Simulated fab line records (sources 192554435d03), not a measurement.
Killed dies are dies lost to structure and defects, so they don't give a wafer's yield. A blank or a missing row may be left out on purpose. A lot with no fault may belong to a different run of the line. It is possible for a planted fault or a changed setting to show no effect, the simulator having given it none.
Chamber matching ; flow n5 finfet ; N5_BEOL_M10_CURE_71 on uv cure-02 has 3 sister chambers
The step cures SiCOH lowk, time 240 s. 3 wafers are shown with their chamber, then 9 later ones without.

== WAFERS, EACH WITH ITS CHAMBER ==
wafer;chamber;wafer_temp_C_max
L078.5;2;386.6
L088.6;0;387.3
L086.4;1;386.6

== WAFERS MISSING THEIR CHAMBER ==
wafer;wafer_temp_C_max
L090.3;387.9
L090.4;387.2
L090.6;386.8
L095.2;387.0
L095.3;386.5
L095.5;386.9
L097.2;386.7
L097.3;386.9
L097.6;387.2

== EACH ONE'S CHAMBER ==
wafer;from the rows above;in truth
L090.3;0;0
L090.4;can't be placed: 0 or 1 or 2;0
L090.6;can't be placed: 1 or 2 or 0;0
L095.2;can't be placed: 0 or 1 or 2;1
L095.3;can't be placed: 1 or 2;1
L095.5;can't be placed: 1 or 2 or 0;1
L097.2;can't be placed: 1 or 2 or 0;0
L097.3;can't be placed: 1 or 2 or 0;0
L097.6;can't be placed: 0 or 1 or 2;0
1 of 9 placed correctly. Unplaceable from these rows: 8, with the true chamber sitting among the candidates in 8. Wrongly placed: 0.
How it was worked out, from the rows above alone: a wafer's distance from a chamber is the root of the sum, over the readings, of the square of ((its reading less the chamber's mean) divided by the reading's scatter). If the next closest chamber is less than 2 further off than the closest, the wafer can't be placed; otherwise it belongs to the closest. A chamber's mean is the mean of its shown wafers. The scatter: with one shown wafer a chamber, the root of the mean of the squares of how far each hidden wafer lies from its nearest shown one.
